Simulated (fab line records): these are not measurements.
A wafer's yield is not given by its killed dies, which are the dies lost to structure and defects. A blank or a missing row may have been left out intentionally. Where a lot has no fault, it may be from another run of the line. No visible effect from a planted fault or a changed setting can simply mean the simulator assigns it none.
The tool behind it: which one? + flow nand harc + 13 lots with 39 wafers sampled at 4 steps, on a route of 1159 steps

## WHAT THE GAUGES READ, wafer by wafer
NHARC_A_CONTACT_INSPECT_44. Usual: raw defect count 25, standard deviation 14.
| lot  | measured     | on                | raw defect count | flag |
|------|--------------|-------------------|------------------|------|
| L769 | day 17 01:29 | defect inspect-02 | 28 26 21         |      |
| L771 | day 17 09:30 | defect inspect-02 | 7 6 7            |      |
| L770 | day 17 08:49 | defect inspect-01 | 19 26 21         |      |
| L773 | day 18 02:22 | defect inspect-02 | 12 27 25         |      |
| L779 | day 20 10:01 | defect inspect-01 | 41 53            |      |
| L783 | day 20 15:58 | defect inspect-01 | 29 30 36         |      |
| L784 | day 21 15:01 | defect inspect-01 | 52 44 48         |      |
| L782 | day 21 09:52 | defect inspect-02 | 26 41 29         |      |
| L785 | day 22 01:16 | defect inspect-01 | 40 34 33         |      |
| L789 | day 22 06:31 | defect inspect-02 | 11 6 14          |      |
| L788 | day 22 06:47 | defect inspect-02 | 37 39 29         |      |
| L790 | day 22 04:17 | defect inspect-02 | 15 16 14         |      |
| L792 | day 22 20:59 | defect inspect-02 | 27 37 37         |      |

## EACH LOT AND THE TOOL THAT RAN IT (in order: tool; ch and the chambers of the sampled wafers; start)
| lot  | NHARC_A_SLIT_ETCH_26             | NHARC_A_WL_FILL_ETCHBACK_16        | NHARC_A_CONTACT_DEP_24          |
|------|----------------------------------|------------------------------------|---------------------------------|
| L769 | har etch-02 ch 0,1, day 15 01:04 | rie diel-06 ch 0,2, day 15 23:39   | pecvd-01 ch 0,1,2, day 16 19:20 |
| L771 | har etch-01 ch 0,1, day 15 07:45 | rie diel-06 ch 1,3, day 16 07:39   | pecvd-02 ch 0,2, day 17 05:02   |
| L770 | har etch-01 ch 0,1, day 15 09:27 | rie diel-09 ch 0,2, day 16 08:45   | pecvd-02 ch 1,2, day 17 04:32   |
| L773 | har etch-01 ch 0,1, day 15 18:01 | rie diel-07 ch 0,1, day 17 00:36   | pecvd-04 ch 0,1,2, day 17 21:53 |
| L779 | har etch-02 ch 0,1, day 18 17:49 | rie diel-09 ch 0,2,3, day 19 18:20 | pecvd-02 ch 1,2, day 20 06:37   |
| L783 | har etch-01 ch 0,1, day 18 20:16 | rie diel-07 ch 0,1, day 19 21:24   | pecvd-02 ch 1,2, day 20 12:14   |
| L784 | har etch-02 ch 0,1, day 19 07:52 | rie diel-07 ch 0,1,2, day 20 14:10 | pecvd-01 ch 0,1,2, day 21 06:02 |
| L782 | har etch-01 ch 0, day 19 08:07   | rie diel-06 ch 0,1,3, day 20 14:05 | pecvd-02 ch 0,1,2, day 21 01:46 |
| L785 | har etch-01 ch 0,1, day 19 17:08 | rie diel-07 ch 2,3, day 21 00:32   | pecvd-04 ch 0,1,2, day 21 19:48 |
| L789 | har etch-01 ch 0,1, day 20 05:07 | rie diel-06 ch 0,2,3, day 21 03:39 | pecvd-04 ch 0,1,2, day 22 00:07 |
| L788 | har etch-02 ch 0,1, day 20 06:33 | rie diel-07 ch 0,2,3, day 21 08:51 | pecvd-02 ch 1,2, day 22 02:13   |
| L790 | har etch-01 ch 1, day 20 06:59   | rie diel-06 ch 1,2, day 21 03:24   | pecvd-04 ch 0,1,2, day 21 21:59 |
| L792 | har etch-02 ch 0,1, day 20 17:38 | rie diel-07 ch 1,2,3, day 22 00:32 | pecvd-01 ch 1,2, day 22 17:20   |
- NHARC_A_SLIT_ETCH_26: etches the open film in C4F8/O2/Ar, time 90 s, target depth 400 nm.
- NHARC_A_WL_FILL_ETCHBACK_16: etches the open film in C4F8/O2/Ar, target depth 88 nm, time 17.6 s.
- NHARC_A_CONTACT_DEP_24: deposits SiO2, target thk 500 nm.

## AS READ BY THE TOOLS THEMSELVES (means over the sampled wafers that have a number; for cases with no such wafer, the mark the record gives instead)
NHARC_A_SLIT_ETCH_26. Usual: bias v 399 V, standard deviation 3.5; c4f8 flow sccm 41.72 sccm, standard deviation 0.12; drypump motor current A 5.5 A, standard deviation 0.36; showerhead plenum p Torr 3.76 Torr, standard deviation 0.071; throttle valve pct 27.620 %, standard deviation 0.0099.
| lot  | tool        | bias v (V) | c4f8 flow sccm (sccm) | drypump motor current A (A) | showerhead plenum p Torr (Torr) | throttle valve pct (%) | flag |
|------|-------------|------------|-----------------------|-----------------------------|---------------------------------|------------------------|------|
| L769 | har etch-02 | 400        | 41.81                 | 5.8                         | 3.76                            | 27.614                 |      |
| L771 | har etch-01 | 398        | 41.72                 | 5.5                         | 3.79                            | 27.621                 |      |
| L770 | har etch-01 | 401        | 41.84                 | 5.2                         | 3.75                            | 27.622                 |      |
| L773 | har etch-01 | 401        | 41.71                 | 5.5                         | 3.79                            | 27.619                 |      |
| L779 | har etch-02 | 398        | 41.79                 | 5.7                         | 3.73                            | 27.613                 |      |
| L783 | har etch-01 | 398        | 41.73                 | 5.5                         | 3.77                            | 27.627                 |      |
| L784 | har etch-02 | 399        | 41.73                 | 5.8                         | 3.73                            | 27.638                 |      |
| L782 | har etch-01 | 396        | 41.73                 | 5.7                         | 3.80                            | 27.623                 |      |
| L785 | har etch-01 | 401        | 41.76                 | 5.2                         | 3.73                            | 27.630                 |      |
| L789 | har etch-01 | 397        | 41.71                 | 5.5                         | 3.77                            | 27.622                 |      |
| L788 | har etch-02 | 399        | 41.75                 | 5.8                         | 3.72                            | 27.619                 |      |
| L790 | har etch-01 | 402        | 41.75                 | 5.0                         | 3.70                            | 27.619                 |      |
| L792 | har etch-02 | 399        | 41.73                 | 5.6                         | 3.78                            | 27.612                 |      |

NHARC_A_WL_FILL_ETCHBACK_16. Usual: oes product au 0.988 a.u., standard deviation 0.023; rf vpp V 724 V, standard deviation 3.6; run length s 38.9 s, standard deviation 0.48.
| lot  | tool        | oes product au (a.u.) | rf vpp V (V) | run length s (s) | flag |
|------|-------------|-----------------------|--------------|------------------|------|
| L769 | rie diel-06 | 0.998                 | 721          | 38.2             |      |
| L771 | rie diel-06 | 0.996                 | 719          | 38.9             |      |
| L770 | rie diel-09 | 0.984                 | 725          | 38.7             |      |
| L773 | rie diel-07 | 0.922                 | 722          | 39.5             |      |
| L779 | rie diel-09 | 1.004                 | 727          | 34.3             | OFF  |
| L783 | rie diel-07 | 1.001                 | 721          | 39.7             |      |
| L784 | rie diel-07 | 0.976                 | 723          | 39.3             |      |
| L782 | rie diel-06 | 1.010                 | 720          | 38.9             |      |
| L785 | rie diel-07 | 0.995                 | 722          | 38.8             |      |
| L789 | rie diel-06 | 1.003                 | 720          | 38.7             |      |
| L788 | rie diel-07 | 0.949                 | 723          | 39.3             |      |
| L790 | rie diel-06 | 0.997                 | 719          | 38.2             |      |
| L792 | rie diel-07 | 0.987                 | 722          | 39.2             |      |

NHARC_A_CONTACT_DEP_24. Usual: heater power w 546 W, standard deviation 100; throttle valve pct 15.9 %, standard deviation 0.48.
| lot  | tool     | heater power w (W) | throttle valve pct (%) | flag |
|------|----------|--------------------|------------------------|------|
| L769 | pecvd-01 | 666                | 15.5                   |      |
| L771 | pecvd-02 | 561                | 15.5                   |      |
| L770 | pecvd-02 | 476                | 16.1                   |      |
| L773 | pecvd-04 | 489                | 15.9                   |      |
| L779 | pecvd-02 | 516                | 15.9                   |      |
| L783 | pecvd-02 | 541                | 15.8                   |      |
| L784 | pecvd-01 | 627                | 15.8                   |      |
| L782 | pecvd-02 | 494                | 15.9                   |      |
| L785 | pecvd-04 | 494                | 16.3                   |      |
| L789 | pecvd-04 | 535                | 16.0                   |      |
| L788 | pecvd-02 | 587                | 16.0                   |      |
| L790 | pecvd-04 | 532                | 16.1                   |      |
| L792 | pecvd-01 | 643                | 15.8                   |      |

## THE ANSWER, worked out from the rows above alone
Rule: a lot counts as off when the mean over its wafers that have a number is more than 3 standard deviations away from the usual mean. Also off: a lot with no number at a reading for which 4 or more lots have one. Where the step has rows for the other lots, those lots are counted as sound. First the gauges in route order, then the tools' own readings, where a lot's mean is used as printed above. At the first step where some lot is off, the reading lying furthest off is the one used; lots without a number count as furthest.
Off: L779, at NHARC_A_WL_FILL_ETCHBACK_16 (run length s).
If a tool, at that step or one of the process steps before it, ran each lot that is off and ran no sound lot following the first of them, it fits. One candidate fits, namely rie diel-09 at NHARC_A_WL_FILL_ETCHBACK_16. Its last sound lot is L770 (day 16 08:45), its first lot that is off L779 (day 19 18:20): a fault that began between those two fits.
The tool's own readings at NHARC_A_WL_FILL_ETCHBACK_16 bear it out: on the lots that are off they differ by more than 5 times the standard deviation of the sound lots' means. run length s reads 34.3 s there against 39.0 s on the sound lots.

## WHAT THE SIMULATOR PUT IN
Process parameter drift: rie diel-09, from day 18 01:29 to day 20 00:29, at NHARC_A_WL_FILL_ETCHBACK_16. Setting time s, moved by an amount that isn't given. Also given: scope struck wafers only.
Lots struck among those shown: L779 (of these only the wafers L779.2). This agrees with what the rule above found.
